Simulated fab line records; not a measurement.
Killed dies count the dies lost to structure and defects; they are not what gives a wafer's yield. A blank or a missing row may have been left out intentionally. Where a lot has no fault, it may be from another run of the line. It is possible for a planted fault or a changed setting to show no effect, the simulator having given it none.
fab line records	flow nandHarc
record lots=14	wafers=42	lastDay=33
route steps=1302 shown P_BONDPAD@385 A_ONON_D1@429 END@1302
lots with no fault: from the same line, run without faults
startH: the number of hours between the record's first day and the start of the first shown wafer of the lot	waitH: hours since the lot's step before	" the same as in the row above	L1.1+2: a row that stands for several wafers	- no value, or no start was given	* or withheld: withheld	< > ~ a bound
route shown NAME@n: names a module that has steps shown in the file, with the first one's number in the route	usual: the fault-free wafers' mean and standard deviation	same: alike in all rows	chamber/n: place in a boat	sites: readings site by site	_std_site: the standard deviation of these	_edge_site: mean of outer sites minus mean of inner sites	radiusMm: how far each site lies from the wafer's centre	mask NAME#n: copy n	behind: the last tool/chamber to shape the wafer	hold: why the lot was held/for how many hours/how that ended	device: the transistor (n, p or np) that didn't switch	end of line: tests run on the same wafers once the route is complete	step lacking rows: just its recipe	killed: at the first sort, the dies lost to defects and structure; wafer yield is something else	map: a wafer's dies, marking killed ones x, the rest . and places with no die _
set.NAME: setting as actually run; set.NAME@STEP: the setting as run at that earlier step	model.NAME: the simulator's own value behind a step, which no gauge read
route steps across a sampled set of lots; one table per step, one row per wafer
services: when a tool's chamber went out of use (startH, in hours from the record's first day, below 0 if earlier), for how many hours, and the reason
## steps
# step NHARC_P_BONDPAD_INSPECT_23
# usual rawDefectCount=314/120
lot.wafer	tool	chamber	startH	waitH	rawDefectCount
L441.1	defectInspect-01	-	150.15	0.0	228
L441.4	"	-	"	"	342
L441.5	"	-	"	"	259
L440.3	defectInspect-02	-	150.94	0.0	332
L440.4	"	-	"	"	263
L440.5	"	-	"	"	330
L442.1	defectInspect-02	-	167.44	0.0	182
L442.3	"	-	"	"	241
L442.4	"	-	"	"	229
L447.1	defectInspect-02	-	204.96	0.0	443
L447.3	"	-	"	"	219
L447.5	"	-	"	"	544
L450.1	defectInspect-02	-	239.91	0.0	330
L450.3	"	-	"	"	393
L450.4	"	-	"	"	898
L451.2	defectInspect-01	-	247.08	0.0	269
L451.3	"	-	"	"	325
L451.6	"	-	"	"	462
L452.1	defectInspect-01	-	253.64	0.0	272
L452.4	"	-	"	"	350
L452.6	"	-	"	"	299
L454.3	defectInspect-02	-	284.08	0.0	296
L454.4	"	-	"	"	286
L454.6	"	-	"	"	347
L456.3	defectInspect-02	-	301.16	0.0	252
L456.4	"	-	"	"	138
L456.5	"	-	"	"	184
L457.1	defectInspect-02	-	305.70	0.0	454
L457.2	"	-	"	"	259
L457.6	"	-	"	"	274
L460.1	defectInspect-01	-	343.25	0.0	213
L460.4	"	-	"	"	233
L460.6	"	-	"	"	252
L461.1	defectInspect-01	-	348.03	0.0	506
L461.3	"	-	"	"	310
L461.5	"	-	"	"	395
L462.1	defectInspect-01	-	352.78	0.0	288
L462.2	"	-	"	"	305
L462.4	"	-	"	"	394
L463.1	defectInspect-01	-	367.49	0.0	484
L463.4	"	-	"	"	269
L463.6	"	-	"	"	422
# step NHARC_A_ONON_D1_THK_MEAS_08
# recipe thkMeasGauge=ellipsometry
# usual thkNm=1001/10
lot.wafer	tool	chamber	startH	waitH	thkNm
L441.1	filmMetro-02	-	179.22	-	997
L441.4	"	-	"	"	995
L441.5	"	-	"	"	997
L440.3	filmMetro-01	-	179.23	-	1009
L440.4	"	-	"	"	1009
L440.5	"	-	"	"	1010
L442.1	filmMetro-01	-	193.81	-	1005
L442.3	"	-	"	"	1005
L442.4	"	-	"	"	1004
L447.1	filmMetro-01	-	232.63	-	994
L447.3	"	-	"	"	994
L447.5	"	-	"	"	995
L450.1	filmMetro-02	-	264.55	-	1009
L450.3	"	-	"	"	1008
L450.4	"	-	"	"	1009
L451.2	filmMetro-02	-	272.81	-	993
L451.3	"	-	"	"	993
L451.6	"	-	"	"	993
L452.1	filmMetro-02	-	280.94	-	1000
L452.4	"	-	"	"	999
L452.6	"	-	"	"	998
L454.3	filmMetro-02	-	306.52	-	999
L454.4	"	-	"	"	1000
L454.6	"	-	"	"	1000
L456.3	filmMetro-01	-	326.14	-	994
L456.4	"	-	"	"	992
L456.5	"	-	"	"	994
L457.1	filmMetro-01	-	333.32	-	995
L457.2	"	-	"	"	994
L457.6	"	-	"	"	995
L460.1	filmMetro-02	-	368.20	-	985
L460.4	"	-	"	"	984
L460.6	"	-	"	"	985
L461.1	filmMetro-01	-	372.38	-	999
L461.3	"	-	"	"	1000
L461.5	"	-	"	"	998
L462.1	filmMetro-01	-	377.95	-	1008
L462.2	"	-	"	"	1007
L462.4	"	-	"	"	1007
L463.1	filmMetro-01	-	396.69	-	989
L463.4	"	-	"	"	991
L463.6	"	-	"	"	991
# step NHARC_A_ONON_D1_DEP_09
# recipe targetThkA=10000	n2FlowSccm=2750	n2oFlowSccm=2000	nh3FlowSccm=500	sih4FlowSccm=210	tempC=400
lot.wafer	tool	chamber	startH	waitH
L441.1+4+5	pecvdOnon-04	0	179.28	0.1
L440.3+4+5	pecvdOnon-02	0	179.40	0.2
L442.1+3+4	pecvdOnon-03	0	193.87	0.1
L447.1+3+5	pecvdOnon-02	0	232.69	0.1
L450.1+3+4	pecvdOnon-04	0	264.60	0.1
L451.2+3+6	pecvdOnon-04	0	272.93	0.1
L452.1+4+6	pecvdOnon-02	0	280.99	0.1
L454.3+4+6	pecvdOnon-02	0	306.69	0.2
L456.3+4+5	pecvdOnon-02	0	326.31	0.2
L457.1+2+6	pecvdOnon-03	0	333.38	0.1
L460.1+4+6	pecvdOnon-03	0	368.26	0.1
L461.1+3+5	pecvdOnon-04	0	372.44	0.1
L462.1+2+4	pecvdOnon-04	0	378.01	0.1
L463.1+4+6	pecvdOnon-02	0	396.75	0.1
# step NHARC_A_ONON_D1_THK_MEAS_11
# recipe thkMeasGauge=ellipsometry
# usual thkNm=998/8
lot.wafer	tool	chamber	startH	waitH	thkNm
L440.3	filmMetro-02	-	179.79	-	988
L440.4	"	-	"	"	991
L440.5	"	-	"	"	992
L441.1	filmMetro-01	-	179.80	-	1009
L441.4	"	-	"	"	1010
L441.5	"	-	"	"	1010
L442.1	filmMetro-01	-	194.38	-	991
L442.3	"	-	"	"	991
L442.4	"	-	"	"	991
L447.1	filmMetro-01	-	233.20	-	996
L447.3	"	-	"	"	997
L447.5	"	-	"	"	995
L450.1	filmMetro-01	-	265.11	-	1872
L450.3	"	-	"	"	1872
L450.4	"	-	"	"	1870
L451.2	filmMetro-01	-	273.39	-	1865
L451.3	"	-	"	"	1867
L451.6	"	-	"	"	1867
L452.1	filmMetro-01	-	281.50	-	1002
L452.4	"	-	"	"	1002
L452.6	"	-	"	"	1001
L454.3	filmMetro-02	-	307.08	-	1008
L454.4	"	-	"	"	1004
L454.6	"	-	"	"	1005
L456.3	filmMetro-02	-	326.71	-	988
L456.4	"	-	"	"	989
L456.5	"	-	"	"	990
L457.1	filmMetro-02	-	333.89	-	992
L457.2	"	-	"	"	993
L457.6	"	-	"	"	991
L460.1	filmMetro-02	-	368.76	-	999
L460.4	"	-	"	"	999
L460.6	"	-	"	"	1002
L461.1	filmMetro-02	-	372.94	-	992
L461.3	"	-	"	"	993
L461.5	"	-	"	"	993
L462.1	filmMetro-01	-	378.52	-	1000
L462.2	"	-	"	"	1000
L462.4	"	-	"	"	1002
L463.1	filmMetro-01	-	397.26	-	1010
L463.4	"	-	"	"	1010
L463.6	"	-	"	"	1010
# step NHARC_A_ONON_D1_DEP_33
# recipe targetThkA=2000	tempC=400	pressureTorr=6.5	rfW=900	teosFlowSccm=161.4	flowSccm=2650	targetThkNm=200	gas=O2	material=SiO2
# usual heaterPowerW=573/67	throttleValvePct=15.9/0.48
lot.wafer	tool	chamber	startH	waitH	heaterPowerW	throttleValvePct
L440.3	pecvd-04	1	190.78	0.1	502	15.1
L440.5	"	1	"	"	497	15.0
L440.4	"	2	"	"	554	15.7
L441.1	pecvd-02	1	190.79	0.1	525	15.9
L441.5	"	1	"	"	402	15.9
L441.4	"	2	"	"	715	15.8
L442.1	pecvd-04	0	205.04	0.1	625	16.0
L442.3	"	2	"	"	573	16.3
L442.4	"	1	"	"	526	15.1
L447.1	pecvd-04	1	243.87	0.1	490	15.0
L447.3	"	0	"	"	569	16.0
L447.5	"	1	"	"	496	15.1
L450.1	pecvd-03	1	275.81	0.1	648	16.4
L450.3	"	0	"	"	569	16.7
L450.4	"	1	"	"	647	16.5
L451.2	pecvd-03	0	284.11	0.1	656	16.6
L451.3	"	1	"	"	597	16.4
L451.6	"	1	"	"	619	16.6
L452.1	pecvd-04	0	292.49	0.1	593	15.1
L452.6	"	2	"	"	492	16.0
L452.4	"	1	"	"	616	15.4
L454.3	pecvd-03	1	321.35	0.1	571	16.7
L454.4	"	0	"	"	677	16.7
L454.6	"	1	"	"	567	16.7
L456.3	pecvd-04	2	337.49	0.1	480	15.7
L456.5	"	0	"	"	610	15.5
L456.4	"	1	"	"	593	15.4
L457.1	pecvd-03	2	345.34	0.1	570	15.6
L457.2	"	0	"	"	664	16.8
L457.6	"	1	"	"	594	16.5
L460.1	pecvd-04	1	381.37	0.1	553	15.3
L460.6	"	0	"	"	611	15.5
L460.4	"	1	"	"	570	15.4
L461.1	pecvd-03	1	381.62	0.1	575	16.5
L461.3	"	2	"	"	621	15.9
L461.5	"	2	"	"	612	15.8
L462.2	pecvd-02	2	389.73	0.1	650	16.1
L462.1	"	0	"	"	527	16.0
L462.4	"	1	"	"	538	15.4
L463.1	pecvd-03	2	408.07	0.1	532	15.7
L463.4	"	0	"	"	617	15.8
L463.6	"	2	"	"	563	15.6
# step NHARC_END_SORT_01
# recipe tempC=25
# usual killedAtArray=59/17	killedAtOther=0.9/1.6	killedAtPeriphery=3.7/2.3	killedDies=64/17	killedOpen=3.3/1.8	killedShort=2.4/1.6
# same grossDies=677
lot.wafer	tool	chamber	startH	waitH	killedAtArray	killedAtOther	killedAtPeriphery	killedDies	killedOpen	killedShort
L450.1	prober-01	0	676.74	2.5	672	0	5	677	4	3
L450.3	prober-01	0	678.34	3.1	670	0	7	677	3	1
L450.4	prober-01	0	679.14	3.4	672	0	5	677	3	2
L451.2	prober-02	0	677.51	2.8	676	1	0	677	3	2
L451.3	prober-02	0	678.31	3.1	673	1	3	677	3	5
L451.6	prober-02	0	680.69	4.0	675	2	0	677	3	8
L462.1	prober-02	0	765.00	2.5	39	1	2	42	1	0
L462.2	prober-02	0	765.80	2.8	34	1	5	40	3	3
L462.4	prober-02	0	767.39	3.4	44	0	6	50	1	3
# killed by level:class
L450.1 A_ONON_D1:areaDep=630 A_CHANNEL_HOLE_D1:chamberFilmFlake=23 A_CHANNEL_HOLE_D2:chamberFilmFlake=5 A_CONTACT:chamberFilmFlake=5 A_STAIRCASE:chamberFilmFlake=3 P_M0:geometricParticle:open=2 A_WL_FILL:geometricParticle:short=2 A_WL_FILL:chamberFilmFlake=2
L451.2 A_ONON_D1:areaDep=602 A_SLIT:chamberFilmFlake=29 A_CHANNEL_HOLE_D1:chamberFilmFlake=28 A_CHANNEL_HOLE_D2:chamberFilmFlake=10 A_CONTACT:geometricParticle:open=2 A_STAIRCASE:chamberFilmFlake=2 A_SOURCE_PLATE:geometricParticle:short=1 A_ONON_D2:geometricParticle:open=1
L451.3 A_ONON_D1:areaDep=575 A_SLIT:chamberFilmFlake=33 A_CHANNEL_HOLE_D1:chamberFilmFlake=28 A_CHANNEL_HOLE_D2:chamberFilmFlake=20 A_STAIRCASE:chamberFilmFlake=7 A_CONTACT:chamberFilmFlake=3 A_CHANNEL_FILL_D2:chamberFilmFlake=2 P_CONTACT:geometricParticle:short=1
L450.3 A_ONON_D1:areaDep=620 A_CHANNEL_HOLE_D1:chamberFilmFlake=27 A_CONTACT:chamberFilmFlake=11 A_CHANNEL_HOLE_D2:chamberFilmFlake=5 P_M2:chamberFilmFlake=4 A_STAIRCASE:chamberFilmFlake=2 P_M2:geometricParticle:open=1 A_CHANNEL_FILL_D1:geometricParticle:short=1
L450.4 A_ONON_D1:areaDep=629 A_CHANNEL_HOLE_D1:chamberFilmFlake=23 A_CONTACT:chamberFilmFlake=9 P_M2:chamberFilmFlake=4 A_STAIRCASE:chamberFilmFlake=3 A_SLIT:chamberFilmFlake=2 A_CHANNEL_HOLE_D2:chamberFilmFlake=2 P_M0:geometricParticle:short=1
L451.6 A_ONON_D1:areaDep=591 A_SLIT:chamberFilmFlake=30 A_CHANNEL_HOLE_D1:chamberFilmFlake=27 A_CHANNEL_HOLE_D2:chamberFilmFlake=10 A_STAIRCASE:chamberFilmFlake=5 A_ONON_D2:geometricParticle:short=4 A_CHANNEL_FILL_D1:geometricParticle:short=3 A_CHANNEL_FILL_D2:geometricParticle:open=2
L462.1 A_CHANNEL_HOLE_D2:chamberFilmFlake=30 A_SLIT:chamberFilmFlake=6 P_STI:chamberFilmFlake=2 A_DECK1_JOINT:geometricParticle:open=1 A_STAIRCASE:chamberFilmFlake=1 A_WL_FILL:chamberFilmFlake=1 THIN_TSV:chamberFilmFlake=1
L462.2 A_CHANNEL_HOLE_D2:chamberFilmFlake=22 A_SLIT:chamberFilmFlake=8 P_CONTACT:geometricParticle:open=2 P_STI:chamberFilmFlake=2 A_ONON_D2:geometricParticle:short=1 A_SGD_CUT:geometricParticle:short=1 A_M0:geometricParticle:short=1 P_ZERO_WELL:chamberFilmFlake=1
L462.4 A_CHANNEL_HOLE_D2:chamberFilmFlake=31 A_SLIT:chamberFilmFlake=7 P_STI:chamberFilmFlake=5 A_STAIRCASE:chamberFilmFlake=3 P_M0:geometricParticle:open=1 A_CHANNEL_FILL_D1:geometricParticle:short=1 A_CHANNEL_FILL_D2:geometricParticle:short=1 A_STAIRCASE:geometricParticle:short=1
## services
tool	chamber	startH	hours	kind
pecvd-02	-	164.91	1.5	repair
pecvdOnon-02	-	185.00	13.0	pm
pecvd-03	-	185.12	13.0	pm
pecvd-03	0	185.12	13.0	ventCycle
pecvd-03	1	185.12	13.0	ventCycle
pecvd-03	2	185.12	13.0	ventCycle
pecvd-03	0	198.12	-	clean
pecvd-03	1	198.12	-	clean
pecvd-03	2	198.12	-	clean
pecvd-04	2	220.10	2.2	repair
pecvd-04	-	221.95	0.5	repair
pecvdOnon-03	-	227.00	13.0	pm
pecvd-02	2	263.34	5.8	repair
pecvd-02	-	266.60	13.0	pm
pecvd-04	-	269.20	13.0	pm
pecvd-04	0	269.20	13.0	ventCycle
pecvd-04	1	269.20	13.0	ventCycle
pecvdOnon-04	-	311.35	13.0	pm
pecvdOnon-02	-	366.00	13.0	pm
pecvd-03	-	366.12	13.0	pm
pecvd-04	2	369.92	9.6	repair
pecvdOnon-03	-	377.52	1.9	repair
pecvd-04	-	403.21	0.5	repair
pecvdOnon-03	-	408.00	13.0	pm
## key
firstSign step=NHARC_A_ONON_D1_THK_MEAS_11	reading=thkNm	direction=up	sigmas=99+	usual=998	struck=1869
effect step=NHARC_END_SORT_01	reading=killedAtArray	direction=up	sigmas=37	usual=59	struck=673
moreKillsBornAt NHARC_A_ONON_D1_DEP_09@pecvdOnon-04=3647
metAt NHARC_A_ONON_D1_DEP_09
struckLots L450,L451
struckWafers L450.1,L450.3,L450.4,L451.2,L451.3,L451.6
laterRowsLeftOut L450.1,L450.3,L450.4,L451.2,L451.3,L451.6
testerLeftOut L450,L451
notActingAt NHARC_P_BONDPAD_INSPECT_23,NHARC_A_ONON_D1_THK_MEAS_08,NHARC_A_ONON_D1_DEP_33
onsetBetween 179.28 264.60
fault kind=processParameterDrift	tool=pecvdOnon-04	chamber=0	onsetH=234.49	steps=NHARC_A_ONON_D1_DEP_09	channel=targetThkA	offset=*	shape=step	endH=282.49	actsIn=*	stated=*
# testerLeftOut: of these lots the tester's yield and bins aren't shown, on N5 and GAA mostly nor the transistor test; their killed dies are dies lost to structure and defects alone, not to doping, threshold or leakage, so they don't give the yield
# laterRowsLeftOut: the simulator's readings of these wafers behind a module that went badly wrong aren't trusted and aren't shown, but for the sort
